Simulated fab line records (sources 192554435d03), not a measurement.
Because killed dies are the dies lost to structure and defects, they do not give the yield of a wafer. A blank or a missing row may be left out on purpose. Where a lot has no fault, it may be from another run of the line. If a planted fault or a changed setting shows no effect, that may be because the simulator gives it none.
Problem report in the 8D (eight disciplines) form, filled by code    flow n5Finfet    the parts of the form that need people (team, actions taken, sign-off) are left out

== 1. THE ISSUE ==
Wafers with no fault read 14 with a standard deviation of 5, whereas killed_at_M4_up at N5_PASSIVATION_PROBE_49 reads a mean of 110 on 1 wafer of 1 lot. Measured from the usual mean, that is +19 standard deviations.
Earliest sighting: wafer L402.5 on prober-01 at day 19 12:26. Wafers with a number at this step in the record: 21, from 7 lots. By rule, "out" or "out of limits" means more than 4 standard deviations away from the usual mean. Any other wafer with a number is counted as sound.

== 2. WHAT THIS IS AND IS NOT ==
question                     is                                                                                     is not
which readings at this step  killed_at_M4_up, defectLimitedYield, killedDies, killedOnRim, sortNPass, sortYieldPct  killed_at_M0_to_M3, killedAtContacts, killedAtFrontEnd, killedAtOther, killedOpen, killedShort, sort_bin_4_leakage, sort_bin_6_memory
which lots                   L402                                                                                   L387, L388, L389, L390, L391, L396
which wafers of those lots   L402.5                                                                                 L402.1, L402.4
read on which tools          prober-01                                                                              prober-02
when                         from day 19 12:26                                                                      up to then (20 sound wafers)

== 3. SUSPECTS, AND WHAT RULES EACH OUT ==
Counting: any tool at a process step up to the reading remains a suspect provided it ran every lot that is out. Sound lots after the first of them don't rule it out here, since some wafers of a struck lot are sound.
- rieDiel-06 at N5_BEOL_M5_ETCH_68 (etches SOC in N2/H2, target depth 80 nm, overetch 16 nm, time 120 s): kept. It ran the lot that is out, L402 (day 15 05:41).
- pvdSputter-03 at N5_PASSIVATION_AL_DEP_21 (deposits Al, target thk 2800 nm, time 170 s): kept. It ran the lot that is out, L402 (day 19 06:46); its last sound lot up to then is L389 (day 15 21:19).
- rieMetal-01 at N5_PASSIVATION_ETCH_59 (etches TaN in Cl2/BCl3, target depth 65 nm, time 34.9 s): kept. It ran the lot that is out, L402 (day 19 07:56); its last sound lot up to then is L389 (day 15 22:22).
- rieDiel-05 at N5_PASSIVATION_DESCUM_46 (chemistry O2, time 7.9 s): kept. It ran the lot that is out, L402 (day 19 09:11); its last sound lot up to then is L391 (day 16 07:34).
- prober-01 at N5_PASSIVATION_PROBE_49: kept. It ran the lot that is out, L402 (day 19 12:14); its last sound lot up to then is L389 (day 16 02:52). Out on those wafers are its own readings of defectLimitedYield, killed_at_M4_up, killedDies, killedOnRim, sortNPass, sortYieldPct.
- At N5_BEOL_M5_ETCH_68, inside rieDiel-06: chamber 0 took the wafers that are out, while their sound lot-mates went through chambers 1, 2.
- Within rieMetal-01 at N5_PASSIVATION_ETCH_59: the wafers that are out ran in chamber 0; their sound lot-mates ran in chamber 1.
- At N5_PASSIVATION_DESCUM_46, inside rieDiel-05: chamber 3 took the wafers that are out, while their sound lot-mates went through chambers 1, 2.
Left after counting: rieDiel-06 at N5_BEOL_M5_ETCH_68, pvdSputter-03 at N5_PASSIVATION_AL_DEP_21, rieMetal-01 at N5_PASSIVATION_ETCH_59, rieDiel-05 at N5_PASSIVATION_DESCUM_46, prober-01 at N5_PASSIVATION_PROBE_49.

== 4. THE CAUSE (what the simulator had put in) ==
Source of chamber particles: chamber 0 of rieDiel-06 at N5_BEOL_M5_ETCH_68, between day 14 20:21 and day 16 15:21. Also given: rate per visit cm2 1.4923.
Counting left 5 suspects, and this tool is among them.

== 5. THE EFFECT CHAIN, in route order ==
Rows list readings where the struck wafers' mean (over those with a number) sits beyond 3 standard deviations from the usual. Only readings for which the record gives a usual standard deviation are gone through. hours: the time from each lot's start at the first step in this table that gives one to its start at this step, as a median over the lots. sigmas: the change in usual standard deviations.
hours  step                     reading             usual   on struck wafers  change  sigmas
0      N5_PASSIVATION_PROBE_49  defectLimitedYield  91.2 %  84.3              -6.9    -4.3
0      N5_PASSIVATION_PROBE_49  killed_at_M4_up     14      110               +96     +19
0      N5_PASSIVATION_PROBE_49  killedDies          104     185               +81     +4.3
0      N5_PASSIVATION_PROBE_49  killedOnRim         13      32                +19     +4.5
0      N5_PASSIVATION_PROBE_49  sortNPass           1076    995               -81     -4.3
0      N5_PASSIVATION_PROBE_49  sortYieldPct        91.2 %  84.3              -6.9    -4.3
Here are the process steps it includes:
- N5_PASSIVATION_PROBE_49

== 6. HOW IT WOULD HAVE BEEN CAUGHT EARLIER ==
In this record the first reading out of limits was taken at day 19 12:26, 112 hours after the fault began at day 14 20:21.
An alarm limit of 4 standard deviations would not have fired on the tool readings at N5_BEOL_M5_ETCH_68 for which the record gives a usual standard deviation, since none of them was out on any struck wafer.
By day 19 12:26 the whole set of lots that are out, 1 in number, had already begun N5_BEOL_M5_ETCH_68 on rieDiel-06. A hold on the tool at that time would have spared none of them.
